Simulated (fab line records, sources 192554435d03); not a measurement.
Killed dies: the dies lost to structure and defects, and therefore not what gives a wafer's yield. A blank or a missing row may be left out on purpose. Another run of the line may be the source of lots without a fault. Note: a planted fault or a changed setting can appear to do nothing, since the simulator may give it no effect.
Split-lot experiment -- flow n5-finfet -- route with 1938 steps; 7 lots, 39 wafers read

== ABOUT THE SPLIT ==
At N5_BEOL_M8_HM_DEP_02 (deposits TiN, target thk 20 nm), the setting target-thk-a was moved away from the recipe's 200 angstrom on 15 of the 39 wafers read, by -50.0% to +35.9%. This setting was run at the recipe's value on the other wafers.

== FROM THE SPLIT TO THE READING: what the file shows between them, 4 steps ==
- N5_BEOL_M8_COAT_59: time 60 s, resist thk 100 nm
- N5_BEOL_M8_COAT_60: time 60 s, resist thk 35 nm
- N5_BEOL_M8_STRIP_68: strips in N2/H2
- N5_BEOL_M8_STRIP_67: strips in CF4

== THE READING ==
oes-product-au, in a.u., at N5_BEOL_M8_HM_OPEN_17 (chemistry Cl2/BCl3, target TiN, target depth 20 nm, overetch 6 nm). Typical for fault-free wafers on this fab line: 0.70 a.u., with standard deviation 0.042 a.u.

wafer,"tool, chamber at the split","target-thk-a as run, angstrom",against the recipe,"oes-product-au, a.u.",against lot-mates on the recipe
L074.1,"pvd-sputter-01, -",263.9,+31.9%,0.82,+0.11
L074.2,"pvd-sputter-01, -",263.9,+31.9%,0.82,+0.11
L074.3,"pvd-sputter-01, -",263.9,+31.9%,0.82,+0.11
L074.4,"pvd-sputter-01, -",200,recipe,0.70,-
L074.5,"pvd-sputter-01, -",200,recipe,0.71,-
L074.6,"pvd-sputter-01, -",200,recipe,0.72,-
L081.1,"pvd-sputter-03, -",200,recipe,0.78,-
L081.2,"pvd-sputter-03, -",248.3,+24.2%,0.78,+0.03
L081.3,"pvd-sputter-03, -",200,recipe,0.77,-
L081.4,"pvd-sputter-03, -",248.3,+24.2%,0.78,+0.03
L081.5,"pvd-sputter-03, -",200,recipe,0.69,-
L081.6,"pvd-sputter-03, -",248.3,+24.2%,0.88,+0.13
L085.3,"pvd-sputter-01, -",200,recipe,0.73,-
L085.4,"pvd-sputter-01, -",200,recipe,0.67,-
L085.6,"pvd-sputter-01, -",200,recipe,0.67,-
L087.1,"pvd-sputter-03, -",200,recipe,0.63,-
L087.2,"pvd-sputter-03, -",153.4,-23.3%,0.56,-0.07
L087.3,"pvd-sputter-03, -",153.4,-23.3%,0.56,-0.07
L087.4,"pvd-sputter-03, -",200,recipe,0.63,-
L087.5,"pvd-sputter-03, -",200,recipe,0.64,-
L087.6,"pvd-sputter-03, -",153.4,-23.3%,0.55,-0.08
L086.1,"pvd-sputter-03, -",200,recipe,0.66,-
L086.2,"pvd-sputter-03, -",200,recipe,0.71,-
L086.3,"pvd-sputter-03, -",200,recipe,0.71,-
L086.4,"pvd-sputter-03, -",200,recipe,0.66,-
L086.5,"pvd-sputter-03, -",200,recipe,0.67,-
L086.6,"pvd-sputter-03, -",200,recipe,0.71,-
L088.1,"pvd-sputter-01, -",200,recipe,0.70,-
L088.2,"pvd-sputter-01, -",271.7,+35.9%,0.78,+0.11
L088.3,"pvd-sputter-01, -",200,recipe,0.66,-
L088.4,"pvd-sputter-01, -",271.7,+35.9%,0.83,+0.16
L088.5,"pvd-sputter-01, -",200,recipe,0.66,-
L088.6,"pvd-sputter-01, -",271.7,+35.9%,0.84,+0.17
L091.1,"pvd-sputter-01, -",100.1,-50.0%,0.54,-0.16
L091.2,"pvd-sputter-01, -",100.1,-50.0%,0.49,-0.21
L091.3,"pvd-sputter-01, -",200,recipe,0.67,-
L091.4,"pvd-sputter-01, -",200,recipe,0.75,-
L091.5,"pvd-sputter-01, -",200,recipe,0.67,-
L091.6,"pvd-sputter-01, -",100.1,-50.0%,0.55,-0.15

THE FIT
A straight line over all 39 wafers: oes-product-au changes by +0.00387 a.u. for each +1% of target-thk-a; r = +0.90; the points scatter about the line by 0.04 a.u.
The same after taking each lot's own level away (the mean of its wafers on the recipe; 39 wafers): +0.00346 a.u. for each +1%; r = +0.94; scatter 0.028 a.u.
According to that fit, moving target-thk-a by its largest amount changes the reading by 0.17 a.u.
Measured against the standard deviation above, the lots' own levels, which go from 0.633 to 0.747 a.u., span 2.7 times it.
So the slope is not independent of the lot-to-lot level: the two fits are not the same.
Check: for one of the wafers moved furthest among these (-50.0%), held out of the fit, the line's prediction against its lot-mates is -0.176 a.u. Against them it came out at -0.157 a.u.

== THE OTHER SPLITS THESE WAFERS WENT THROUGH ==
Before the reading, these wafers also passed through other splits. Each is held against what the fit with the lots' levels taken away leaves over:
other split on the same wafers,wafers away from the commonest value,r with oes-product-au (lot level and that fit taken away)
N5_BEOL_M7_ILD_DEP_00 time-s,12,+0.05

== THE WHOLE CHAIN: every reading that the file lists as answering this split, in the file's order ==
step,what it does,reading,change (the file's fit),r (the file's)
N5_BEOL_M8_HM_DEP_02,"deposits TiN, target thk 20 nm","TiN_of_BEOL_M8_HM_DEP_02.thk-nm (the simulator's own value, which no gauge read)",+0.201 nm for each +1% of the setting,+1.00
N5_BEOL_M8_HM_OPEN_17,"chemistry Cl2/BCl3, target TiN, target depth 20 nm, overetch 6 nm",oes-product-au,+0.00345 a.u. for each +1% of the setting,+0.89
N5_BEOL_M8_HM_OPEN_17,"chemistry Cl2/BCl3, target TiN, target depth 20 nm, overetch 6 nm","etch.depth-nm (the simulator's own value, which no gauge read)",+0.191 nm for each +1% of the setting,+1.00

== THE FILE'S OWN FIT ==
oes-product-au changes by +0.00345 a.u. for each +1% of target-thk-a, r = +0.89.
